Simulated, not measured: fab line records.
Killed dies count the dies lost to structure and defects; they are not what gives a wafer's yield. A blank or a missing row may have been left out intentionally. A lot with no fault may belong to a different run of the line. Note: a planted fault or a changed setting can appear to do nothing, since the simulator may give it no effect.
Which tool was responsible? || flow n5Finfet || 10 lots with 28 wafers sampled at 5 steps, on a route of 1938 steps

WHAT THE GAUGES SHOWED, per wafer
N5_BEOL_M11_RS_MEAS_57: uses a four-point probe to measure. Usual: M11_RS 0.153 ohm/sq, standard deviation 0.0033.
{"lot": "L437", "measured": "day 10 08:54", "on": "filmMetro-02", "M11_RS (ohm/sq)": "0.148 0.152 0.153", "flag": ""}
{"lot": "L439", "measured": "day 10 22:54", "on": "filmMetro-01", "M11_RS (ohm/sq)": "0.149 0.154 0.151", "flag": ""}
{"lot": "L440", "measured": "day 11 14:47", "on": "filmMetro-01", "M11_RS (ohm/sq)": "0.154 0.152 0.158", "flag": ""}
{"lot": "L442", "measured": "day 12 06:48", "on": "filmMetro-02", "M11_RS (ohm/sq)": "0.153 0.150 0.152", "flag": ""}
{"lot": "L444", "measured": "day 12 12:01", "on": "filmMetro-02", "M11_RS (ohm/sq)": "0.153 0.157 0.154", "flag": ""}
{"lot": "L446", "measured": "day 13 01:08", "on": "filmMetro-01", "M11_RS (ohm/sq)": "0.153 0.158 0.154", "flag": ""}
{"lot": "L447", "measured": "day 13 14:29", "on": "filmMetro-02", "M11_RS (ohm/sq)": "0.158 0.160", "flag": ""}
{"lot": "L454", "measured": "day 14 22:11", "on": "filmMetro-01", "M11_RS (ohm/sq)": "0.152 0.156", "flag": ""}
{"lot": "L458", "measured": "day 15 21:47", "on": "filmMetro-02", "M11_RS (ohm/sq)": "0.149 0.154 0.149", "flag": ""}
{"lot": "L460", "measured": "day 16 08:50", "on": "filmMetro-02", "M11_RS (ohm/sq)": "0.152 0.155 0.149", "flag": ""}

N5_BEOL_M12_THK_MEAS_01. Usual: M12_ILD_THK 659 nm, standard deviation 8.6.
{"lot": "L437", "measured": "day 10 09:05", "on": "filmMetro-02", "M12_ILD_THK (nm)": "666 646 667", "flag": ""}
{"lot": "L439", "measured": "day 10 23:06", "on": "filmMetro-02", "M12_ILD_THK (nm)": "654 648 662", "flag": ""}
{"lot": "L440", "measured": "day 11 14:59", "on": "filmMetro-01", "M12_ILD_THK (nm)": "667 674 655", "flag": ""}
{"lot": "L442", "measured": "day 12 07:00", "on": "filmMetro-02", "M12_ILD_THK (nm)": "651 659 674", "flag": ""}
{"lot": "L444", "measured": "day 12 12:13", "on": "filmMetro-01", "M12_ILD_THK (nm)": "641 658 664", "flag": ""}
{"lot": "L446", "measured": "day 13 01:20", "on": "filmMetro-01", "M12_ILD_THK (nm)": "654 669 660", "flag": ""}
{"lot": "L447", "measured": "day 13 14:43", "on": "filmMetro-01", "M12_ILD_THK (nm)": "667 658", "flag": ""}
{"lot": "L454", "measured": "day 14 22:22", "on": "filmMetro-02", "M12_ILD_THK (nm)": "676 699", "flag": "OFF"}
{"lot": "L458", "measured": "day 15 21:59", "on": "filmMetro-01", "M12_ILD_THK (nm)": "655 665 658", "flag": ""}
{"lot": "L460", "measured": "day 16 09:02", "on": "filmMetro-01", "M12_ILD_THK (nm)": "645 650 655", "flag": ""}

N5_BEOL_M12_OVL_MEAS_11. Usual: V11_OVL -5 nm, standard deviation 4.7.
{"lot": "L437", "measured": "day 10 09:26", "on": "overlay-02", "V11_OVL (nm)": "-5 -4 -4", "flag": ""}
{"lot": "L439", "measured": "day 10 23:34", "on": "overlay-01", "V11_OVL (nm)": "-8 -9 -4", "flag": ""}
{"lot": "L440", "measured": "day 11 15:19", "on": "overlay-01", "V11_OVL (nm)": "-4 -9 -4", "flag": ""}
{"lot": "L442", "measured": "day 12 07:20", "on": "overlay-02", "V11_OVL (nm)": "-5 0 -4", "flag": ""}
{"lot": "L444", "measured": "day 12 12:41", "on": "overlay-02", "V11_OVL (nm)": "-7 -2 -3", "flag": ""}
{"lot": "L446", "measured": "day 13 01:40", "on": "overlay-01", "V11_OVL (nm)": "-5 -6 -12", "flag": ""}
{"lot": "L447", "measured": "day 13 15:04", "on": "overlay-01", "V11_OVL (nm)": "-9 -11", "flag": ""}
{"lot": "L454", "measured": "day 14 22:50", "on": "overlay-01", "V11_OVL (nm)": "-1 -9", "flag": ""}
{"lot": "L458", "measured": "day 15 22:19", "on": "overlay-02", "V11_OVL (nm)": "-7 -5 -3", "flag": ""}
{"lot": "L460", "measured": "day 16 09:22", "on": "overlay-01", "V11_OVL (nm)": "-12 -8 -5", "flag": ""}

WHAT TOOL EACH LOT RAN ON (gives the tool, then ch and the chambers of the sampled wafers, and finally the start)
{"lot": "L437", "N5_BEOL_M11_DEP_56": "pecvd-01 ch 0,1, day 10 08:50", "N5_BEOL_M12_ILD_DEP_00": "pecvd-03 ch 0,1, day 10 08:58"}
{"lot": "L439", "N5_BEOL_M11_DEP_56": "pecvd-01 ch 1,2, day 10 22:50", "N5_BEOL_M12_ILD_DEP_00": "pecvd-02 ch 1,2, day 10 22:58"}
{"lot": "L440", "N5_BEOL_M11_DEP_56": "pecvd-01 ch 0,1,2, day 11 14:43", "N5_BEOL_M12_ILD_DEP_00": "pecvd-04 ch 0,1,2, day 11 14:51"}
{"lot": "L442", "N5_BEOL_M11_DEP_56": "pecvd-03 ch 0,1, day 12 06:44", "N5_BEOL_M12_ILD_DEP_00": "pecvd-04 ch 0,1,2, day 12 06:52"}
{"lot": "L444", "N5_BEOL_M11_DEP_56": "pecvd-04 ch 0,1,2, day 12 11:57", "N5_BEOL_M12_ILD_DEP_00": "pecvd-03 ch 0,1,2, day 12 12:05"}
{"lot": "L446", "N5_BEOL_M11_DEP_56": "pecvd-04 ch 0,1,2, day 13 01:04", "N5_BEOL_M12_ILD_DEP_00": "pecvd-04 ch 1,2, day 13 01:12"}
{"lot": "L447", "N5_BEOL_M11_DEP_56": "pecvd-03 ch 1,2, day 13 14:25", "N5_BEOL_M12_ILD_DEP_00": "pecvd-02 ch 0,1, day 13 14:35"}
{"lot": "L454", "N5_BEOL_M11_DEP_56": "pecvd-01 ch 1, day 14 22:04", "N5_BEOL_M12_ILD_DEP_00": "pecvd-02 ch 0,2, day 14 22:14"}
{"lot": "L458", "N5_BEOL_M11_DEP_56": "pecvd-03 ch 0,1, day 15 21:44", "N5_BEOL_M12_ILD_DEP_00": "pecvd-04 ch 0,1,2, day 15 21:51"}
{"lot": "L460", "N5_BEOL_M11_DEP_56": "pecvd-04 ch 1,2, day 16 08:46", "N5_BEOL_M12_ILD_DEP_00": "pecvd-03 ch 1,2, day 16 08:54"}
- N5_BEOL_M11_DEP_56: deposits SiCN from 3MS/NH3, target thk 30 nm, time 10.5 s.
- N5_BEOL_M12_ILD_DEP_00: deposits SiOC from DEMS/O2, target thk 658.92 nm, time 130.7 s.

WHAT THE TOOLS THEMSELVES READ (means of the sampled wafers that have a number; where no wafer has one, the mark that the record gives instead)
N5_BEOL_M11_DEP_56. Usual: rfFwdPowerW 665.0 W, standard deviation 3; showerheadPlenumPTorr 4.153 Torr, standard deviation 0.018; throttleValvePct 18.1 %, standard deviation 0.92.
{"lot": "L437", "tool": "pecvd-01", "rfFwdPowerW (W)": 666.6, "showerheadPlenumPTorr (Torr)": 4.150, "throttleValvePct (%)": 19.1, "flag": ""}
{"lot": "L439", "tool": "pecvd-01", "rfFwdPowerW (W)": 665.3, "showerheadPlenumPTorr (Torr)": 4.136, "throttleValvePct (%)": 18.0, "flag": ""}
{"lot": "L440", "tool": "pecvd-01", "rfFwdPowerW (W)": 667.0, "showerheadPlenumPTorr (Torr)": 4.150, "throttleValvePct (%)": 18.6, "flag": ""}
{"lot": "L442", "tool": "pecvd-03", "rfFwdPowerW (W)": 667.0, "showerheadPlenumPTorr (Torr)": 4.163, "throttleValvePct (%)": 18.9, "flag": ""}
{"lot": "L444", "tool": "pecvd-04", "rfFwdPowerW (W)": 662.2, "showerheadPlenumPTorr (Torr)": 4.151, "throttleValvePct (%)": 17.5, "flag": ""}
{"lot": "L446", "tool": "pecvd-04", "rfFwdPowerW (W)": 663.2, "showerheadPlenumPTorr (Torr)": 4.157, "throttleValvePct (%)": 17.6, "flag": ""}
{"lot": "L447", "tool": "pecvd-03", "rfFwdPowerW (W)": 664.5, "showerheadPlenumPTorr (Torr)": 4.176, "throttleValvePct (%)": 17.9, "flag": ""}
{"lot": "L454", "tool": "pecvd-01", "rfFwdPowerW (W)": 668.6, "showerheadPlenumPTorr (Torr)": 4.144, "throttleValvePct (%)": 18.1, "flag": ""}
{"lot": "L458", "tool": "pecvd-03", "rfFwdPowerW (W)": 665.2, "showerheadPlenumPTorr (Torr)": 4.180, "throttleValvePct (%)": 18.8, "flag": ""}
{"lot": "L460", "tool": "pecvd-04", "rfFwdPowerW (W)": 662.2, "showerheadPlenumPTorr (Torr)": 4.172, "throttleValvePct (%)": 17.6, "flag": ""}

N5_BEOL_M12_ILD_DEP_00. Usual: heaterPowerW 495 W, standard deviation 61; rfFwdPowerW 497.6 W, standard deviation 1.5; runLengthS 175.2 s, standard deviation 0.5; showerheadPlenumPTorr 5.690 Torr, standard deviation 0.017; throttleValvePct 11.9 %, standard deviation 0.66.
{"lot": "L437", "tool": "pecvd-03", "heaterPowerW (W)": 500, "rfFwdPowerW (W)": 496.2, "runLengthS (s)": 174.9, "showerheadPlenumPTorr (Torr)": 5.705, "throttleValvePct (%)": 12.5, "flag": ""}
{"lot": "L439", "tool": "pecvd-02", "heaterPowerW (W)": 459, "rfFwdPowerW (W)": 497.9, "runLengthS (s)": 175.5, "showerheadPlenumPTorr (Torr)": 5.663, "throttleValvePct (%)": 12.1, "flag": ""}
{"lot": "L440", "tool": "pecvd-04", "heaterPowerW (W)": 523, "rfFwdPowerW (W)": 496.6, "runLengthS (s)": 175.1, "showerheadPlenumPTorr (Torr)": 5.685, "throttleValvePct (%)": 11.6, "flag": ""}
{"lot": "L442", "tool": "pecvd-04", "heaterPowerW (W)": 468, "rfFwdPowerW (W)": 497.2, "runLengthS (s)": 175.3, "showerheadPlenumPTorr (Torr)": 5.680, "throttleValvePct (%)": 11.3, "flag": ""}
{"lot": "L444", "tool": "pecvd-03", "heaterPowerW (W)": 513, "rfFwdPowerW (W)": 498.2, "runLengthS (s)": 174.9, "showerheadPlenumPTorr (Torr)": 5.701, "throttleValvePct (%)": 12.1, "flag": ""}
{"lot": "L446", "tool": "pecvd-04", "heaterPowerW (W)": 509, "rfFwdPowerW (W)": 498.5, "runLengthS (s)": 174.8, "showerheadPlenumPTorr (Torr)": 5.704, "throttleValvePct (%)": 11.1, "flag": ""}
{"lot": "L447", "tool": "pecvd-02", "heaterPowerW (W)": 456, "rfFwdPowerW (W)": 499.1, "runLengthS (s)": 175.4, "showerheadPlenumPTorr (Torr)": 5.674, "throttleValvePct (%)": 12.3, "flag": ""}
{"lot": "L454", "tool": "pecvd-02", "heaterPowerW (W)": 466, "rfFwdPowerW (W)": 498.8, "runLengthS (s)": 181.7, "showerheadPlenumPTorr (Torr)": 5.684, "throttleValvePct (%)": 11.8, "flag": "OFF"}
{"lot": "L458", "tool": "pecvd-04", "heaterPowerW (W)": 495, "rfFwdPowerW (W)": 496.8, "runLengthS (s)": 175.0, "showerheadPlenumPTorr (Torr)": 5.693, "throttleValvePct (%)": 11.7, "flag": ""}
{"lot": "L460", "tool": "pecvd-03", "heaterPowerW (W)": 557, "rfFwdPowerW (W)": 497.6, "runLengthS (s)": 175.1, "showerheadPlenumPTorr (Torr)": 5.707, "throttleValvePct (%)": 11.7, "flag": ""}

THE ANSWER, worked out from the rows above alone
Rule: take the mean of a lot's wafers that have a number; if it is more than 3 standard deviations from the usual mean, the lot is off. Also off: a lot with no number at a reading for which 4 or more lots have one. Where the step has rows for the other lots, those lots are counted as sound. First the gauges in route order, then the tools' own readings, where a lot's mean is used as printed above. At the first step where some lot is off, the reading lying furthest off is the one used; lots without a number count as furthest.
Off: L454, at N5_BEOL_M12_THK_MEAS_01 (M12_ILD_THK).
A tool fits if, at a process step before that reading, it ran every lot that is off, and no sound lot after the first of them. Not tried: the gauges at N5_BEOL_M12_THK_MEAS_01; whatever is off there is also off at N5_BEOL_M12_ILD_DEP_00, on other tools, and gauge error can't account for it. This does not decide it: 2 tools fit, namely pecvd-01 at N5_BEOL_M11_DEP_56 and pecvd-02 at N5_BEOL_M12_ILD_DEP_00.

WHAT THE SIMULATOR HAD INSERTED
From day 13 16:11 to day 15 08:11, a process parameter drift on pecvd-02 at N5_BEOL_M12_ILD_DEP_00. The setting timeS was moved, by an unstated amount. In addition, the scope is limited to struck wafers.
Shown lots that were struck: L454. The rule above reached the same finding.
